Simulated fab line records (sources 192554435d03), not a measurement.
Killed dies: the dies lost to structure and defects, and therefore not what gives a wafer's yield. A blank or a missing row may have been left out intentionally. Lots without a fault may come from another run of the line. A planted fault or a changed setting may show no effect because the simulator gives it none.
Chamber matching ; flow n5_finfet ; N5_BEOL_M1_PRE_CLEAN_60 on cvd_co-01 has 3 sister chambers
The step time 15 s. 6 wafers are shown with their chamber, then 12 later ones without.

== WAFERS, EACH WITH ITS CHAMBER ==
wafer;chamber;heater_power_w (W)
L086.6;1;71
L087.4;2;91
L087.6;1;72
L088.2;0;96
L088.5;2;94
L088.6;0;99

== WAFERS MISSING THEIR CHAMBER ==
wafer;heater_power_w (W)
L090.3;92
L090.5;98
L090.6;92
L091.1;72
L091.2;99
L091.3;91
L094.1;91
L094.5;100
L094.6;72
L095.4;93
L095.5;73
L095.6;98

== CHAMBER TAKEN BY EACH ==
wafer;from the rows above;in truth
L090.3;2;2
L090.5;0;0
L090.6;2;2
L091.1;1;1
L091.2;0;0
L091.3;2;2
L094.1;2;2
L094.5;0;0
L094.6;1;1
L095.4;2;2
L095.5;1;1
L095.6;0;0
Correct placement for 12 of the 12. Not placeable from these rows: 0. 0 placed wrongly.
How it was worked out, from the rows above alone: a wafer's distance from a chamber is the root of the sum, over the readings, of the square of ((its reading less the chamber's mean) divided by the reading's scatter). The wafer belongs to the nearest chamber; if the next one is less than 2 further off, it can't be placed. The mean given for a chamber averages the wafers shown for that chamber. How the scatter is found: for the shown wafers, subtract from each reading the mean of its chamber, square and add these, divide the total by (wafers less chambers), then take the root.
